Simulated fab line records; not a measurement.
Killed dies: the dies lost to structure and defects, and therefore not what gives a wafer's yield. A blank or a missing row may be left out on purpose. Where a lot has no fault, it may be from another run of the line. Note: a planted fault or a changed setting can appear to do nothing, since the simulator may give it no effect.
Matching of chambers :: flow n5_finfet :: 4 sister chambers for N5_BEOL_M5_STRIP_19 on rie_diel-04
The step strips in O2. 14 wafers are shown with their chamber, then 7 later ones without.

== EACH WAFER AND ITS CHAMBER ==
wafer: L074.3
chamber: 1
showerhead_plenum_p_Torr (Torr): 2.04
throttle_valve_pct (%): 16.70
drypump_motor_current_A (A): 5.2

wafer: L074.4
chamber: 2
showerhead_plenum_p_Torr (Torr): 2.18
throttle_valve_pct (%): 16.66
drypump_motor_current_A (A): 5.5

wafer: L074.5
chamber: 1
showerhead_plenum_p_Torr (Torr): 2.04
throttle_valve_pct (%): 16.70
drypump_motor_current_A (A): 5.2

wafer: L076.2
chamber: 1
showerhead_plenum_p_Torr (Torr): 2.04
throttle_valve_pct (%): 16.70
drypump_motor_current_A (A): 5.2

wafer: L076.3
chamber: 3
showerhead_plenum_p_Torr (Torr): 2.24
throttle_valve_pct (%): 16.18
drypump_motor_current_A (A): 5.2

wafer: L076.4
chamber: 2
showerhead_plenum_p_Torr (Torr): 2.18
throttle_valve_pct (%): 16.68
drypump_motor_current_A (A): 5.5

wafer: L081.1
chamber: 3
showerhead_plenum_p_Torr (Torr): 2.23
throttle_valve_pct (%): 16.20
drypump_motor_current_A (A): 5.2

wafer: L081.3
chamber: 2
showerhead_plenum_p_Torr (Torr): 2.18
throttle_valve_pct (%): 16.70
drypump_motor_current_A (A): 5.5

wafer: L081.6
chamber: 2
showerhead_plenum_p_Torr (Torr): 2.18
throttle_valve_pct (%): 16.68
drypump_motor_current_A (A): 5.5

wafer: L084.1
chamber: 1
showerhead_plenum_p_Torr (Torr): 2.03
throttle_valve_pct (%): 16.73
drypump_motor_current_A (A): 5.2

wafer: L084.3
chamber: 2
showerhead_plenum_p_Torr (Torr): 2.18
throttle_valve_pct (%): 16.71
drypump_motor_current_A (A): 5.5

wafer: L084.6
chamber: 2
showerhead_plenum_p_Torr (Torr): 2.18
throttle_valve_pct (%): 16.70
drypump_motor_current_A (A): 5.4

wafer: L085.3
chamber: 0
showerhead_plenum_p_Torr (Torr): 2.16
throttle_valve_pct (%): 16.78
drypump_motor_current_A (A): 4.9

wafer: L085.4
chamber: 1
showerhead_plenum_p_Torr (Torr): 2.03
throttle_valve_pct (%): 16.73
drypump_motor_current_A (A): 5.2

SIGNATURES, as means of the wafers listed above
reading: showerhead_plenum_p_Torr
chamber 0: 2.1600
chamber 1: 2.0360
chamber 2: 2.1800
chamber 3: 2.2350
scatter within a chamber: 0.00412

reading: throttle_valve_pct
chamber 0: 16.7800
chamber 1: 16.7120
chamber 2: 16.6883
chamber 3: 16.1900
scatter within a chamber: 0.0172

reading: drypump_motor_current_A
chamber 0: 4.900
chamber 1: 5.200
chamber 2: 5.483
chamber 3: 5.200
scatter within a chamber: 0.0289
Rule: a wafer's distance from a chamber is the root of the sum, over the readings, of the square of ((its reading less the chamber's mean) divided by the reading's scatter). If the next closest chamber is less than 2 further off than the closest, the wafer can't be placed; otherwise it belongs to the closest. The scatter: take each reading less its chamber's mean, square it, sum over the shown wafers, divide by the number of wafers less the number of chambers, and take the root.

== WAFERS MISSING THEIR CHAMBER ==
wafer: L085.5
showerhead_plenum_p_Torr (Torr): 2.03
throttle_valve_pct (%): 16.75
drypump_motor_current_A (A): 5.2

wafer: L091.2
showerhead_plenum_p_Torr (Torr): 2.03
throttle_valve_pct (%): 16.75
drypump_motor_current_A (A): 5.2

wafer: L091.3
showerhead_plenum_p_Torr (Torr): 2.16
throttle_valve_pct (%): 16.79
drypump_motor_current_A (A): 4.9

wafer: L091.6
showerhead_plenum_p_Torr (Torr): 2.17
throttle_valve_pct (%): 16.72
drypump_motor_current_A (A): 5.5

wafer: L092.1
showerhead_plenum_p_Torr (Torr): 2.16
throttle_valve_pct (%): 16.81
drypump_motor_current_A (A): 5.0

wafer: L092.3
showerhead_plenum_p_Torr (Torr): 2.22
throttle_valve_pct (%): 16.24
drypump_motor_current_A (A): 5.2

wafer: L092.4
showerhead_plenum_p_Torr (Torr): 2.02
throttle_valve_pct (%): 16.77
drypump_motor_current_A (A): 5.2

== WHICH CHAMBER EACH WENT THROUGH ==
wafer: L085.5
from the rows above: 1
in truth: 1

wafer: L091.2
from the rows above: 1
in truth: 1

wafer: L091.3
from the rows above: 0
in truth: 0

wafer: L091.6
from the rows above: 2
in truth: 2

wafer: L092.1
from the rows above: 0
in truth: 0

wafer: L092.3
from the rows above: 3
in truth: 3

wafer: L092.4
from the rows above: 1
in truth: 1
7 of 7 placed correctly. Can't be placed from these rows: 0. Number placed wrongly: 0.
